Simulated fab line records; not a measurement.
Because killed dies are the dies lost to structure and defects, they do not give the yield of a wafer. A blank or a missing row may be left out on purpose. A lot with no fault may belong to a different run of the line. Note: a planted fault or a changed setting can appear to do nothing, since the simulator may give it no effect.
Chamber matching -- flow n5-finfet -- N5_BEOL_M9_ILD_DEP_00 on pecvd-04: 3 sister chambers
The step deposits SiCOH lowk from DEMS/porogen, target thk 308.51 nm, time 58 s. 6 wafers are shown with their chamber, then 12 later ones without.

== WAFERS PAIRED WITH THEIR CHAMBERS ==
wafer,chamber,throttle-valve-pct (%),showerhead-plenum-p-Torr (Torr)
L083.5,1,14.4,5.748
L084.4,1,14.0,5.732
L084.5,2,13.2,5.705
L087.3,0,14.1,5.750
L087.4,2,13.3,5.703
L087.5,0,13.9,5.740

== WAFERS WITH NO CHAMBER GIVEN ==
wafer,throttle-valve-pct (%),showerhead-plenum-p-Torr (Torr)
L088.1,13.4,5.714
L088.2,13.8,5.742
L088.5,13.9,5.741
L092.2,13.3,5.709
L092.3,13.9,5.741
L092.5,13.6,5.704
L097.1,13.9,5.748
L097.2,13.3,5.701
L097.3,13.4,5.708
L097.4,14.1,5.730
L097.5,13.9,5.743
L097.6,13.4,5.693

== CHAMBER TAKEN BY EACH ==
wafer,from the rows above,in truth
L088.1,2,2
L088.2,can't be placed: 0 or 1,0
L088.5,can't be placed: 0 or 1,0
L092.2,2,2
L092.3,can't be placed: 0 or 1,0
L092.5,2,2
L097.1,can't be placed: 0 or 1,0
L097.2,2,2
L097.3,2,2
L097.4,can't be placed: 1 or 0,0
L097.5,can't be placed: 0 or 1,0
L097.6,2,2
Correctly placed: 6 of 12. Unplaceable from these rows: 6, with the true chamber sitting among the candidates in 6. Wrongly placed: 0.
How it was worked out, from the rows above alone: a wafer's distance from a chamber is the root of the sum, over the readings, of the square of ((its reading less the chamber's mean) divided by the reading's scatter). If the next closest chamber is less than 2 further off than the closest, the wafer can't be placed; otherwise it belongs to the closest. A chamber's mean is the mean of its shown wafers. How the scatter is found: for the shown wafers, subtract from each reading the mean of its chamber, square and add these, divide the total by (wafers less chambers), then take the root.
